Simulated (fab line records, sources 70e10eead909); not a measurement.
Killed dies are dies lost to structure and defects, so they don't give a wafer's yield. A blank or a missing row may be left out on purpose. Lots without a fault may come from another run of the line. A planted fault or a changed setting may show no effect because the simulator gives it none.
fab line records | flow nand_harc
record lots=5 wafers=15 last_day=33
route steps=1302 shown A_CONTACT@1012
lots that met no fault: from a run of the same line without faults
start_h: hours from the record's first day to the start of the lot's first wafer shown | wait_h: hours since the lot's step before | " the same as in the row above | L1.1+2: a row that stands for several wafers | - no value, or no start given | * or withheld: withheld | < > ~ a bound
route shown NAME@n: a module of which the file shows steps, and the number in the route of the first | usual: mean/standard deviation of fault-free wafers | same: alike in all rows | chamber/n: place in a boat | sites: the reading at each site | _std_site: their standard deviation | _edge_site: outer sites' mean less inner sites' | radius_mm: how far each site lies from the wafer's centre | mask NAME#n: copy n | behind: the tool/chamber that last shaped the wafer | hold: why the lot was held/for how many hours/how that ended | device: the transistor (n, p or np) that didn't switch | end of line: the same wafers' tests at the end of the route | a step without rows: its recipe alone | killed: dies lost to structure and defects at the first sort, not the wafer's yield | map: a wafer's dies, x killed, . not, _ none there
set.NAME: the setting as run; set.NAME@STEP: as run at that earlier step | model.NAME: the simulator's own value behind a step, which no gauge read
lots at some steps of the route; a table a step, a row a wafer
services: from which hour (start_h, from the record's first day; less than 0 if before it) a tool's chamber was out of use, for how many hours, and why
## steps
# step NHARC_A_CONTACT_ETCH_118
# recipe source_w=withheld pressure_mtorr=20 bias_v=3000 time_s=190 target_depth_a=18500 ar_flow_sccm=withheld c4f8_flow_sccm=withheld o2_flow_sccm=withheld chemistry=C4F8/O2/Ar
# columns lot.wafer tool chamber start_h wait_h rf_hours_counter_h
L074.2 har_cap_etch-03 0 489.08 0.1 39
L074.4 " 0 " " -
L074.5 " 1 " " -
L077.2 har_cap_etch-01 1 516.18 0.1 1
L077.3 " 0 " " -
L077.6 " 0 " " -
L089.2 har_cap_etch-01 1 641.48 0.2 22
L089.6 " 1 " " -
L089.5 " 0 " " -
L088.1 har_cap_etch-03 0 643.99 0.1 67
L088.2 " 1 " " 67
L088.5 " 0 " " -
L097.3 har_cap_etch-03 1 722.90 0.1 -
L097.4 " 0 " " -
L097.5 " 0 " " -
# step NHARC_A_CONTACT_ETCH_119
# recipe source_w=withheld pressure_mtorr=20 bias_v=3000 time_s=190 target_depth_a=18500 ar_flow_sccm=withheld c4f8_flow_sccm=withheld o2_flow_sccm=withheld chemistry=C4F8/O2/Ar
# columns lot.wafer tool chamber start_h wait_h rf_hours_counter_h
L074.2 har_cap_etch-03 0 489.25 0.1 39
L074.4 " 0 " " -
L074.5 " 1 " " -
L077.2 har_cap_etch-01 1 516.36 0.1 1
L077.3 " 0 " " -
L077.6 " 0 " " -
L089.2 har_cap_etch-01 1 641.70 0.2 22
L089.6 " 1 " " -
L089.5 " 0 " " -
L088.1 har_cap_etch-03 0 644.16 0.1 67
L088.2 " 1 " " 67
L088.5 " 0 " " -
L097.3 har_cap_etch-03 1 723.07 0.1 -
L097.4 " 0 " " -
L097.5 " 0 " " -
# step NHARC_A_CONTACT_ETCH_120
# recipe source_w=withheld pressure_mtorr=20 bias_v=3000 time_s=190 target_depth_a=18500 ar_flow_sccm=withheld c4f8_flow_sccm=withheld o2_flow_sccm=withheld chemistry=C4F8/O2/Ar
# columns lot.wafer tool chamber start_h wait_h rf_hours_counter_h
L074.2 har_cap_etch-03 0 489.42 0.1 39
L074.4 " 0 " " -
L074.5 " 1 " " -
L077.2 har_cap_etch-01 1 516.53 0.1 1
L077.3 " 0 " " -
L077.6 " 0 " " -
L089.2 har_cap_etch-01 1 641.93 0.2 22
L089.6 " 1 " " -
L089.5 " 0 " " -
L088.1 har_cap_etch-03 0 644.33 0.1 67
L088.2 " 1 " " 67
L088.5 " 0 " " -
L097.3 har_cap_etch-03 1 723.24 0.1 -
L097.4 " 0 " " -
L097.5 " 0 " " -
# step NHARC_A_CONTACT_ETCH_121
# recipe source_w=withheld pressure_mtorr=20 bias_v=3000 time_s=190 target_depth_a=18500 ar_flow_sccm=withheld c4f8_flow_sccm=withheld o2_flow_sccm=withheld chemistry=C4F8/O2/Ar
# columns lot.wafer tool chamber start_h wait_h rf_hours_counter_h
L074.2 har_cap_etch-03 0 489.65 0.2 39
L074.4 " 0 " " -
L074.5 " 1 " " -
L077.2 har_cap_etch-01 1 516.70 0.1 2
L077.3 " 0 " " -
L077.6 " 0 " " -
L089.2 har_cap_etch-01 1 642.16 0.2 23
L089.6 " 1 " " -
L089.5 " 0 " " -
L088.1 har_cap_etch-03 0 644.50 0.1 67
L088.2 " 1 " " 67
L088.5 " 0 " " -
L097.3 har_cap_etch-03 1 723.41 0.1 -
L097.4 " 0 " " -
L097.5 " 0 " " -
# step NHARC_A_CONTACT_ETCH_122
# recipe source_w=withheld pressure_mtorr=20 bias_v=3000 time_s=190 target_depth_a=18500 ar_flow_sccm=withheld c4f8_flow_sccm=withheld o2_flow_sccm=withheld chemistry=C4F8/O2/Ar
# columns lot.wafer tool chamber start_h wait_h rf_hours_counter_h
L074.2 har_cap_etch-03 0 489.88 0.2 39
L074.4 " 0 " " -
L074.5 " 1 " " -
L077.2 har_cap_etch-01 1 516.87 0.1 2
L077.3 " 0 " " -
L077.6 " 0 " " -
L089.2 har_cap_etch-01 1 642.39 0.2 23
L089.6 " 1 " " -
L089.5 " 0 " " -
L088.1 har_cap_etch-03 0 644.67 0.1 67
L088.2 " 1 " " 67
L088.5 " 0 " " -
L097.3 har_cap_etch-03 1 723.58 0.1 -
L097.4 " 0 " " -
L097.5 " 0 " " -
# step NHARC_A_CONTACT_ETCH_123
# recipe source_w=withheld pressure_mtorr=20 bias_v=400 time_s=490 target_depth_a=21100 ar_flow_sccm=withheld c4f8_flow_sccm=11.5 o2_flow_sccm=7.2 chemistry=C4F8/O2/Ar
# columns lot.wafer tool chamber start_h wait_h rf_hours_counter_h
L074.2 har_cap_etch-03 0 490.11 0.2 40
L074.4 " 0 " " -
L074.5 " 1 " " -
L077.2 har_cap_etch-01 1 517.09 0.2 2
L077.3 " 0 " " -
L077.6 " 0 " " -
L089.2 har_cap_etch-01 1 642.62 0.2 23
L089.6 " 1 " " -
L089.5 " 0 " " -
L088.1 har_cap_etch-03 0 644.84 0.1 68
L088.2 " 1 " " 68
L088.5 " 0 " " -
L097.3 har_cap_etch-03 1 723.87 0.3 -
L097.4 " 0 " " -
L097.5 " 0 " " -
# step NHARC_A_CONTACT_ETCH_90
# recipe target_depth_a=400 over_etch_frac=0.5 time_s=85.7 ion_energy_ev=120 ch3f_flow_sccm=50 o2_flow_sccm=30 ar_flow_sccm=200 rf_w=500 bias_w=100 chemistry=CH3F/O2
# usual drypump_motor_current_A=5.8/0.66 oes_product_au=0.96/0.034 rf_vpp_V=244.7/1.7 showerhead_plenum_p_Torr=2.49/0.11 throttle_valve_pct=20.664/0.0094
# columns lot.wafer tool chamber start_h wait_h drypump_motor_current_A oes_product_au rf_hours_counter_h rf_vpp_V showerhead_plenum_p_Torr throttle_valve_pct
L074.2 rie_diel-13 1 491.28 1.1 5.2 0.93 49 244.1 2.42 20.671
L074.4 " 2 " " 5.7 0.93 49 243.5 2.33 20.665
L074.5 " 0 " " 6.5 0.93 - 241.4 2.33 20.653
L077.3 rie_diel-12 1 517.97 0.7 4.8 0.99 21 244.6 2.41 20.656
L077.2 " 3 " " 6.3 1.00 18 245.3 2.59 20.662
L077.6 " 1 " " 4.8 1.00 - 245.7 2.41 20.683
L089.2 rie_diel-04 0 643.81 1.1 6.8 1.00 18 246.6 2.65 20.671
L089.6 " 1 " " 5.2 0.99 - 243.5 2.43 20.664
L089.5 " 2 " " 5.7 1.00 - 245.0 2.55 20.648
L088.1 rie_diel-04 2 645.83 0.9 5.7 1.01 16 247.8 2.55 20.670
L088.2 " 3 " " 6.2 1.01 20 246.0 2.47 20.660
L088.5 " 2 " " 5.7 1.00 - 245.3 2.55 20.672
L097.4 rie_diel-12 0 724.67 0.6 5.0 0.92 31 246.2 2.63 20.664
L097.3 " 1 " " 4.8 1.00 32 243.4 2.39 20.664
L097.5 " 1 " " 4.8 1.01 - 243.7 2.39 20.658
# step NHARC_A_CONTACT_ETCH_96
# recipe target_depth_a=200 over_etch_frac=0.5 time_s=10 ion_energy_ev=250 c4f6_flow_sccm=25 o2_flow_sccm=20 ar_flow_sccm=500 rf_w=600 bias_w=500 chemistry=C4F6/O2
# usual drypump_motor_current_A=5.9/0.66 oes_product_au=0.974/0.024 rf_vpp_V=548/3.4 showerhead_plenum_p_Torr=3.97/0.17 throttle_valve_pct=26.903/0.0086
# columns lot.wafer tool chamber start_h wait_h drypump_motor_current_A oes_product_au rf_hours_counter_h rf_vpp_V showerhead_plenum_p_Torr throttle_valve_pct
L074.4 rie_diel-13 3 - - 5.0 0.947 54 551 4.04 26.905
L074.2 " 2 " " 5.7 0.936 49 544 3.74 26.913
L074.5 " 3 " " 5.0 0.957 - 550 4.04 26.910
L077.3 rie_diel-12 1 - - 4.8 1.000 21 545 3.86 26.911
L077.2 " 2 " " 6.4 1.003 20 544 3.74 26.885
L077.6 " 1 " " 4.8 0.996 - 546 3.86 26.906
L089.2 rie_diel-04 3 - - 6.3 1.004 20 548 3.94 26.912
L089.6 " 3 " " 6.2 1.013 - 546 3.94 26.901
L089.5 " 0 " " 6.8 1.008 - 552 4.22 26.892
L088.1 rie_diel-04 3 - - 6.3 1.001 20 548 3.94 26.897
L088.2 " 0 " " 6.8 1.003 18 553 4.22 26.900
L088.5 " 3 " " 6.3 0.996 - 548 3.94 26.895
L097.3 rie_diel-12 1 - - 4.8 0.998 32 543 3.82 26.904
L097.4 " 3 " " 6.3 0.943 31 550 4.07 26.896
L097.5 " 1 " " 4.8 1.002 - 545 3.82 26.889
# step NHARC_A_CONTACT_CD_MEAS_53
# usual cd_nm=289.8/0.63
# columns lot.wafer tool chamber start_h wait_h cd_nm
L074.2 cd_sem-03 - 491.48 - 289.4
L074.4 " - " " 289.3
L074.5 " - " " 290.3
L077.2 cd_sem-01 - 518.19 - 289.4
L077.3 " - " " 289.7
L077.6 " - " " 289.3
L089.2 cd_sem-02 - 643.99 - 290.2
L089.5 " - " " 289.7
L089.6 " - " " 289.8
L088.1 cd_sem-01 - 646.03 - 290.6
L088.2 " - " " 290.4
L088.5 " - " " 290.3
L097.3 cd_sem-03 - 724.89 - 289.3
L097.4 " - " " 289.5
L097.5 " - " " 289.8
# step NHARC_A_CONTACT_STRIP_99
# recipe n2_flow_sccm=150 h2_flow_sccm=150 ar_flow_sccm=0 bias_w=0 chemistry=N2/H2
# columns lot.wafer tool chamber start_h wait_h
L074.4+2+5 rie_diel-13 3,0,1 491.57 0.1
L077.2+3+6 rie_diel-12 2,0,2 518.27 0.1
L089.2+5+6 rie_diel-04 0,2,3 644.08 0.1
L088.2+1+5 rie_diel-04 2,3,1 646.12 0.1
L097.3+4+5 rie_diel-12 3,0,3 724.96 0.1
# step NHARC_A_CONTACT_STRIP_100
# recipe cf4_flow_sccm=100 chf3_flow_sccm=30 ar_flow_sccm=0 bias_w=0 chemistry=CF4/CHF3
# columns lot.wafer tool chamber start_h wait_h
L074.4+2+5 rie_diel-13 0,1,2 491.65 0.1
L077.2+3+6 rie_diel-12 2,3,3 518.36 0.1
L089.2+6+5 rie_diel-04 2,1,2 644.16 0.1
L088.1+2+5 rie_diel-04 1,3,0 646.21 0.1
L097.4+3+5 rie_diel-12 1,2,2 725.05 0.1
# step NHARC_A_CONTACT_STRIP_101
# recipe o2_flow_sccm=400 cos_flow_sccm=20 ar_flow_sccm=0 bias_w=0 chemistry=O2/COS
# columns lot.wafer tool chamber start_h wait_h
L074.2+4+5 rie_diel-13 3,1,0 491.70 0.0
L077.2+3+6 rie_diel-12 0,2,3 518.43 0.1
L089.2+5+6 rie_diel-04 3,3,0 644.22 0.1
L088.2+1+5 rie_diel-04 3,1,2 646.27 0.1
L097.3+4+5 rie_diel-12 3,0,3 725.12 0.1
# step NHARC_A_CONTACT_ETCH_102
# recipe target_depth_a=1000 overetch_a=100 time_s=55 ion_energy_ev=100 cf4_flow_sccm=80 o2_flow_sccm=20 ar_flow_sccm=0 rf_w=300 bias_w=100 chemistry=CF4/O2
# usual cf4_flow_sccm=80.00/0.21 drypump_motor_current_A=5.8/0.67 oes_product_au=1.003/0.0064 rf_vpp_V=198.1/1.4 showerhead_plenum_p_Torr=1.35/0.062 throttle_valve_pct=13.397/0.0094
# columns lot.wafer tool chamber start_h wait_h cf4_flow_sccm drypump_motor_current_A oes_product_au rf_hours_counter_h rf_vpp_V showerhead_plenum_p_Torr throttle_valve_pct
L074.2 rie_diel-13 3 491.76 0.1 80.15 5.0 0.989 54 199.6 1.38 13.393
L074.4 " 2 " " 79.80 5.7 0.999 49 197.0 1.27 13.380
L074.5 " 0 " " 80.41 6.4 1.010 - 195.9 1.26 13.419
L077.2 rie_diel-12 1 518.48 0.1 79.75 4.8 1.014 21 197.7 1.31 13.407
L077.3 " 3 " " 80.16 6.3 1.001 18 200.1 1.41 13.390
L077.6 " 1 " " 79.88 4.8 1.011 - 197.5 1.31 13.398
L089.2 rie_diel-04 2 644.30 0.1 79.63 5.7 0.995 16 198.5 1.39 13.397
L089.6 " 3 " " 80.26 6.2 1.000 - 198.4 1.34 13.391
L089.5 " 0 " " 79.80 6.8 0.996 - 198.1 1.44 13.394
L088.1 rie_diel-04 1 646.34 0.1 80.05 5.1 0.995 14 197.1 1.32 13.400
L088.2 " 2 " " 80.39 5.7 1.002 16 198.8 1.39 13.419
L088.5 " 3 " " 80.01 6.3 1.009 - 200.0 1.34 13.392
L097.3 rie_diel-12 1 725.18 0.1 80.16 4.8 1.006 32 197.5 1.30 13.405
L097.4 " 2 " " 79.87 6.4 1.005 36 195.3 1.25 13.418
L097.5 " 1 " " 80.22 4.8 1.012 - 198.4 1.30 13.400
# step NHARC_A_CONTACT_STRIP_55
# recipe o2_flow_sccm=500 ar_flow_sccm=0 bias_w=0 chemistry=O2
# usual drypump_motor_current_A=5.8/0.69 oes_product_au=1.004/0.0071 rf_vpp_V=57.9/0.9 showerhead_plenum_p_Torr=3.57/0.16 throttle_valve_pct=17.038/0.0094
# columns lot.wafer tool chamber start_h wait_h drypump_motor_current_A oes_product_au rf_hours_counter_h rf_vpp_V showerhead_plenum_p_Torr throttle_valve_pct
L074.4 rie_diel-13 0 - - 6.4 1.007 53 58.3 3.34 17.050
L074.2 " 1 " " 5.2 0.997 50 58.3 3.48 17.033
L074.5 " 3 " " 5.0 0.989 - 56.3 3.64 17.032
L077.2 rie_diel-12 1 - - 4.8 1.000 21 56.5 3.47 17.028
L077.3 " 2 " " 6.4 0.994 21 57.4 3.36 17.022
L077.6 " 3 " " 6.3 0.999 - 57.6 3.70 17.052
L089.2 rie_diel-04 2 - - 5.7 1.001 16 58.3 3.66 17.038
L089.6 " 3 " " 6.3 1.010 - 57.4 3.55 17.025
L089.5 " 0 " " 6.8 1.007 - 59.1 3.80 17.022
L088.2 rie_diel-04 2 - - 5.7 1.005 16 56.5 3.66 17.040
L088.1 " 0 " " 6.8 1.013 18 58.1 3.80 17.023
L088.5 " 2 " " 5.7 1.006 - 58.7 3.66 17.031
L097.4 rie_diel-12 0 - - 5.0 0.998 32 57.7 3.76 17.035
L097.3 " 2 " " 6.4 0.998 36 58.4 3.32 17.046
L097.5 " 1 " " 4.8 0.998 - 58.1 3.43 17.042
# step NHARC_A_CONTACT_STRIP_56
# recipe time_s=600 temp_c=30 chemistry=post_etch_residue_remover
# columns lot.wafer tool chamber start_h wait_h
L074.2+4+5 wet_bench-06 1,2,4 492.16 -
L077.6+3+2 wet_bench-06 2,5,6 518.88 -
L089.2+6+5 wet_bench-06 0,1,3 644.70 -
L088.2+1+5 wet_bench-07 6,7,1 646.72 -
L097.4+3+5 wet_bench-07 7,2,4 725.57 -
# step NHARC_A_CONTACT_DEP_57
# recipe target_thk_a=53000 temp_c=400 material=aC
# usual throttle_valve_pct=35.000/0.0095
# columns lot.wafer tool chamber start_h wait_h throttle_valve_pct
L074.2 acl_dep-03 0 496.10 - 35.003
L074.4 " 0 497.17 - 34.981
L074.5 " 0 " " 35.011
L077.2 acl_dep-01 0 519.69 - 34.981
L077.3 " 0 " " 35.014
L077.6 " 0 521.88 - 35.015
L089.2 acl_dep-02 0 647.31 - 34.994
L089.5 " 0 648.93 - 34.992
L089.6 " 0 " " 34.993
L088.1 acl_dep-03 0 649.46 - 34.999
L088.2 " 0 " " 35.002
L088.5 " 0 651.61 - 35.013
L097.3 acl_dep-03 0 726.93 - 34.991
L097.4 " 0 " " 34.997
L097.5 " 0 " " 34.992
# step NHARC_A_CONTACT_DEP_58
# recipe target_thk_a=900 target_thk_nm=90 temp_c=400 pressure_torr=3.5 flow_sccm=200 rf_w=350 material=SiON
# usual heater_power_w=772/120
# columns lot.wafer tool chamber start_h wait_h heater_power_w
L074.2 pecvd-02 2 498.81 2.2 900
L074.4 " 2 " " 906
L074.5 " 1 " " 617
L077.2 pecvd-01 0 522.60 2.4 698
L077.3 " 2 " " 886
L077.6 " 0 " " 695
L089.2 pecvd-04 1 650.09 2.2 645
L089.5 " 2 " " 702
L089.6 " 1 " " 645
L088.2 pecvd-01 2 652.73 2.2 912
L088.1 " 1 " " 871
L088.5 " 1 " " 890
L097.3 pecvd-04 0 729.19 1.7 709
L097.4 " 1 " " 679
L097.5 " 0 " " 728
# step NHARC_A_CONTACT_DEHYDRATE_59
# recipe temp_c=150 time_s=120
# columns lot.wafer tool chamber start_h wait_h
L074.2+4+5 litho_track-04 0 499.08 0.2
L077.2+3+6 litho_track-01 0 522.87 0.2
L089.2+5+6 litho_track-01 0 650.30 0.2
L088.1+2+5 litho_track-01 0 653.01 0.2
L097.3+4+5 litho_track-06 0 729.41 0.2
# step NHARC_A_CONTACT_HMDS_60
# recipe time_s=30
# columns lot.wafer tool chamber start_h wait_h
L074.2+4+5 litho_track-04 0 - -
L077.2+3+6 litho_track-01 0 - -
L089.2+5+6 litho_track-01 0 - -
L088.1+2+5 litho_track-01 0 - -
L097.3+4+5 litho_track-06 0 - -
# step NHARC_A_CONTACT_COAT_61
# recipe temp_c=260 time_s=75
# columns lot.wafer tool chamber start_h wait_h
L074.2+4+5 litho_track-04 0 - -
L077.2+3+6 litho_track-01 0 - -
L089.2+5+6 litho_track-01 0 - -
L088.1+2+5 litho_track-01 0 - -
L097.3+4+5 litho_track-06 0 - -
# step NHARC_A_CONTACT_COAT_62
# recipe temp_c=225 time_s=65
# columns lot.wafer tool chamber start_h wait_h
L074.2+4+5 litho_track-04 0 - -
L077.2+3+6 litho_track-01 0 - -
L089.2+5+6 litho_track-01 0 - -
L088.1+2+5 litho_track-01 0 - -
L097.3+4+5 litho_track-06 0 - -
# step NHARC_A_CONTACT_COAT_63
# recipe spin_rpm=1500 resist_thk_nm=90
# columns lot.wafer tool chamber start_h wait_h
L074.2+4+5 litho_track-04 0 - -
L077.2+3+6 litho_track-01 0 - -
L089.2+5+6 litho_track-01 0 - -
L088.1+2+5 litho_track-01 0 - -
L097.3+4+5 litho_track-06 0 - -
# step NHARC_A_CONTACT_SOFTBAKE_64
# recipe temp_c=105 time_s=55
# columns lot.wafer tool chamber start_h wait_h
L074.2+4+5 litho_track-04 0 - -
L077.2+3+6 litho_track-01 0 - -
L089.2+5+6 litho_track-01 0 - -
L088.1+2+5 litho_track-01 0 - -
L097.3+4+5 litho_track-06 0 - -
# step NHARC_A_CONTACT_EBR_65
# columns lot.wafer tool chamber start_h wait_h
L074.2+4+5 litho_track-04 0 - -
L077.2+3+6 litho_track-01 0 - -
L089.2+5+6 litho_track-01 0 - -
L088.1+2+5 litho_track-01 0 - -
L097.3+4+5 litho_track-06 0 - -
# step NHARC_A_CONTACT_EXPOSE_66
# recipe na=1.35 sigma_outer=0.8 dose_mj=59.02 mask_id=A_CC_2
# usual stage_vel_mm_s=499.98/0.28
# columns lot.wafer tool chamber start_h wait_h mask stage_vel_mm_s
L074.2 arfi_scanner-02 0 499.27 - A_CC_2#0 499.88
L074.4 " 0 " " A_CC_2#0 499.79
L074.5 " 0 " " A_CC_2#0 500.09
L077.2 arfi_scanner-03 0 523.18 - A_CC_2#0 499.71
L077.3 " 0 " " A_CC_2#0 499.76
L077.6 " 0 " " A_CC_2#0 499.76
L089.2 arfi_scanner-03 0 650.49 - A_CC_2#0 500.24
L089.5 " 0 " " A_CC_2#0 499.77
L089.6 " 0 " " A_CC_2#0 499.75
L088.1 arfi_scanner-03 0 653.19 - A_CC_2#0 499.93
L088.2 " 0 " " A_CC_2#0 499.88
L088.5 " 0 " " A_CC_2#0 499.94
L097.3 arfi_scanner-03 0 729.60 - A_CC_2#0 500.99
L097.4 " 0 " " A_CC_2#0 500.44
L097.5 " 0 " " A_CC_2#0 500.34
# step NHARC_A_CONTACT_PEB_67
# recipe peb_temp_c=100 peb_time_s=65
# columns lot.wafer tool chamber start_h wait_h
L074.2+4+5 litho_track-01 0 499.33 0.1
L077.2+3+6 litho_track-06 0 523.24 0.1
L089.2+5+6 litho_track-04 0 650.55 0.1
L088.1+2+5 litho_track-06 0 653.25 0.1
L097.3+4+5 litho_track-01 0 729.65 0.0
# step NHARC_A_CONTACT_DEVELOP_68
# recipe develop_time_s=35 dev_temp_c=23
# columns lot.wafer tool chamber start_h wait_h
L074.2+4+5 litho_track-01 0 - -
L077.2+3+6 litho_track-06 0 - -
L089.2+5+6 litho_track-04 0 - -
L088.1+2+5 litho_track-06 0 - -
L097.3+4+5 litho_track-01 0 - -
# step NHARC_A_CONTACT_CD_MEAS_69
# recipe target_cd_nm=300 landing_energy_ev=500
# usual cd_nm=300.0/0.42
# columns lot.wafer tool chamber start_h wait_h cd_nm
L074.2 cd_sem-03 0 499.41 - 299.7
L074.4 " 0 " " 300.3
L074.5 " 0 " " 299.7
L077.2 cd_sem-02 0 523.32 - 299.9
L077.3 " 0 " " 300.3
L077.6 " 0 " " 300.4
L089.2 cd_sem-03 0 650.63 - 299.8
L089.5 " 0 " " 299.9
L089.6 " 0 " " 299.5
L088.1 cd_sem-01 0 653.33 - 299.6
L088.2 " 0 " " 300.0
L088.5 " 0 " " 300.1
L097.3 cd_sem-03 0 729.74 - 300.1
L097.4 " 0 " " 300.3
L097.5 " 0 " " 300.1
# step NHARC_A_CONTACT_OVL_MEAS_70
# usual overlay_x_nm=0.2/0.86 overlay_y_nm=-0.1/0.9
# columns lot.wafer tool chamber start_h wait_h overlay_x_nm overlay_y_nm
L074.2 overlay-01 - 499.49 - -0.1 0.1
L074.4 " - " " 0.3 0.1
L074.5 " - " " 0.0 0.2
L077.2 overlay-01 - 523.41 - 0.2 -0.3
L077.3 " - " " -0.1 0.2
L077.6 " - " " -0.3 0.6
L089.2 overlay-01 - 650.71 - 0.5 -0.3
L089.5 " - " " 0.7 0.2
L089.6 " - " " 0.4 -0.1
L088.1 overlay-02 - 653.42 - 0.4 0.7
L088.2 " - " " 0.4 0.4
L088.5 " - " " 0.3 1.2
L097.3 overlay-01 - 729.82 - 0.8 0.3
L097.4 " - " " 1.4 -0.2
L097.5 " - " " 1.6 -0.5
# step NHARC_A_CONTACT_INSPECT_71
# usual raw_defect_count=78/31
# columns lot.wafer tool chamber start_h wait_h raw_defect_count
L074.2 defect_inspect-02 - 499.53 0.0 99
L074.4 " - " " 77
L074.5 " - " " 88
L077.2 defect_inspect-01 - 523.44 0.0 66
L077.3 " - " " 71
L077.6 " - " " 53
L089.2 defect_inspect-01 - 650.75 0.0 80
L089.5 " - " " 109
L089.6 " - " " 92
L088.1 defect_inspect-02 - 653.45 0.0 68
L088.2 " - " " 65
L088.5 " - " " 66
L097.3 defect_inspect-02 - 729.86 0.0 73
L097.4 " - " " 50
L097.5 " - " " 78
# step NHARC_A_CONTACT_DESCUM_74
# recipe time_s=3 o2_flow_sccm=200 ar_flow_sccm=0 bias_power_w=0 chemistry=O2
# usual drypump_motor_current_A=5.9/0.67 oes_product_au=1.001/0.0078 rf_vpp_V=57.9/0.9 showerhead_plenum_p_Torr=1.94/0.093 throttle_valve_pct=11.311/0.0087
# columns lot.wafer tool chamber start_h wait_h drypump_motor_current_A oes_product_au rf_hours_counter_h rf_vpp_V showerhead_plenum_p_Torr throttle_valve_pct
L074.4 rie_diel-12 2 499.59 0.1 6.4 1.005 12 57.3 1.82 11.306
L074.2 " 0 " " 5.0 1.010 11 56.9 2.07 11.319
L074.5 " 3 " " 6.3 1.016 - 56.5 2.02 11.307
L077.3 rie_diel-04 1 523.51 0.1 5.1 1.008 18 56.8 1.89 11.323
L077.2 " 0 " " 6.8 1.010 22 56.4 1.76 11.302
L077.6 " 1 " " 5.1 0.988 - 57.0 1.89 11.314
L089.2 rie_diel-04 1 650.83 0.1 5.1 0.985 14 56.8 1.89 11.331
L089.6 " 3 " " 6.3 1.003 - 59.2 1.92 11.317
L089.5 " 0 " " 6.8 1.002 - 58.5 2.07 11.307
L088.1 rie_diel-04 0 653.53 0.1 6.8 1.002 19 58.5 2.07 11.304
L088.2 " 1 " " 5.1 1.001 15 59.3 1.89 11.311
L088.5 " 2 " " 5.7 1.005 - 58.0 1.99 11.298
L097.3 rie_diel-13 2 729.93 0.1 5.7 0.985 8 57.6 1.79 11.305
L097.4 " 3 " " 5.0 0.985 7 57.8 1.95 11.314
L097.5 " 2 " " 5.7 0.995 - 57.2 1.79 11.320
# step NHARC_A_CONTACT_ETCH_75
# recipe target_depth_a=390 over_etch_frac=0.3 time_s=65 ion_energy_ev=80 cf4_flow_sccm=150 ar_flow_sccm=0 rf_w=300 bias_w=100 chemistry=CF4
# usual cf4_flow_sccm=150.0/0.41 drypump_motor_current_A=5.9/0.67 oes_product_au=1.002/0.0079 rf_vpp_V=151.6/1.3 showerhead_plenum_p_Torr=1.79/0.081 throttle_valve_pct=13.282/0.0075
# columns lot.wafer tool chamber start_h wait_h cf4_flow_sccm drypump_motor_current_A oes_product_au rf_hours_counter_h rf_vpp_V showerhead_plenum_p_Torr throttle_valve_pct
L074.4 rie_diel-12 2 499.69 0.1 150.0 6.4 1.005 12 151.2 1.69 13.291
L074.2 " 3 " " 149.5 6.3 1.005 12 153.2 1.86 13.285
L074.5 " 0 " " 149.9 5.0 1.013 - 154.2 1.91 13.277
L077.3 rie_diel-04 1 523.63 0.1 149.9 5.1 1.005 18 150.9 1.75 13.283
L077.2 " 0 " " 150.2 6.8 1.001 22 148.0 1.64 13.278
L077.6 " 2 " " 149.4 5.7 0.994 - 152.0 1.84 13.283
L089.2 rie_diel-04 0 650.92 0.1 150.4 6.8 1.001 18 151.6 1.90 13.274
L089.6 " 1 " " 150.2 5.1 0.992 - 151.9 1.75 13.280
L089.5 " 2 " " 149.7 5.7 0.994 - 152.7 1.83 13.282
L088.2 rie_diel-04 1 653.61 0.1 149.2 5.1 1.000 15 153.4 1.74 13.283
L088.1 " 3 " " 150.1 6.3 1.013 21 151.4 1.78 13.275
L088.5 " 1 " " 149.2 5.1 1.000 - 150.4 1.74 13.285
L097.3 rie_diel-13 1 730.01 0.1 150.8 5.2 0.984 6 149.4 1.72 13.283
L097.4 " 2 " " 150.0 5.7 0.990 8 149.6 1.66 13.279
L097.5 " 1 " " 150.1 5.2 0.995 - 150.8 1.72 13.284
# step NHARC_A_CONTACT_ETCH_76
# recipe target_depth_a=2600 over_etch_frac=0.3 time_s=475.3 ion_energy_ev=200 n2_flow_sccm=150 h2_flow_sccm=150 ar_flow_sccm=0 rf_w=400 bias_w=150 chemistry=N2/H2
# usual drypump_motor_current_A=5.8/0.67 oes_product_au=1.001/0.0072 rf_vpp_V=431.2/2.9 showerhead_plenum_p_Torr=2.07/0.1 throttle_valve_pct=14.169/0.01
# columns lot.wafer tool chamber start_h wait_h drypump_motor_current_A oes_product_au rf_hours_counter_h rf_vpp_V showerhead_plenum_p_Torr throttle_valve_pct
L074.2 rie_diel-12 3 - - 6.3 0.999 12 432.6 2.15 14.167
L074.4 " 1 " " 4.8 1.001 13 429.4 2.00 14.181
L074.5 " 3 " " 6.3 1.002 - 432.1 2.15 14.168
L077.2 rie_diel-04 1 - - 5.1 0.994 18 428.3 2.02 14.174
L077.3 " 3 " " 6.2 0.998 22 431.1 2.06 14.166
L077.6 " 1 " " 5.1 0.982 - 429.2 2.02 14.169
L089.2 rie_diel-04 0 - - 6.8 1.009 18 434.1 2.21 14.175
L089.6 " 0 " " 6.8 0.999 - 434.8 2.21 14.150
L089.5 " 1 " " 5.1 0.986 - 428.8 2.01 14.168
L088.1 rie_diel-04 2 - - 5.7 0.996 17 432.6 2.12 14.167
L088.2 " 0 " " 6.8 1.009 19 436.0 2.21 14.173
L088.5 " 1 " " 5.2 1.001 - 429.7 2.01 14.180
L097.3 rie_diel-13 3 - - 5.0 0.997 7 430.5 2.08 14.176
L097.4 " 0 " " 6.4 1.000 5 426.4 1.90 14.186
L097.5 " 2 " " 5.7 0.998 - 427.2 1.90 14.161
## services
# columns tool chamber start_h hours kind
rie_diel-12 0 465.41 9.0 repair
har_cap_etch-01 - 497.00 17.0 pm
litho_track-01 - 505.00 7.0 pm
rie_diel-13 - 519.05 9.0 pm
litho_track-06 - 529.00 7.0 pm
rie_diel-04 - 532.01 9.0 pm
har_cap_etch-03 - 536.44 0.8 repair
arfi_scanner-03 - 540.00 4.0 pm
rie_diel-04 2 541.95 6.8 repair
rie_diel-13 - 541.96 0.2 repair
litho_track-04 - 553.00 7.0 pm
rie_diel-12 3 581.97 1.5 repair
rie_diel-12 1 602.59 2.8 repair
rie_diel-04 3 614.29 2.4 repair
rie_diel-13 1 614.60 13.0 repair
rie_diel-12 - 623.40 9.0 pm
rie_diel-04 3 647.60 2.8 repair
rie_diel-12 1 650.10 4.9 repair
litho_track-01 - 680.00 7.0 pm
rie_diel-13 - 696.05 9.0 pm
litho_track-06 - 704.00 7.0 pm
rie_diel-04 - 709.01 9.0 pm
litho_track-04 - 728.00 7.0 pm
rie_diel-04 1 729.15 1.3 repair
## key
fault none
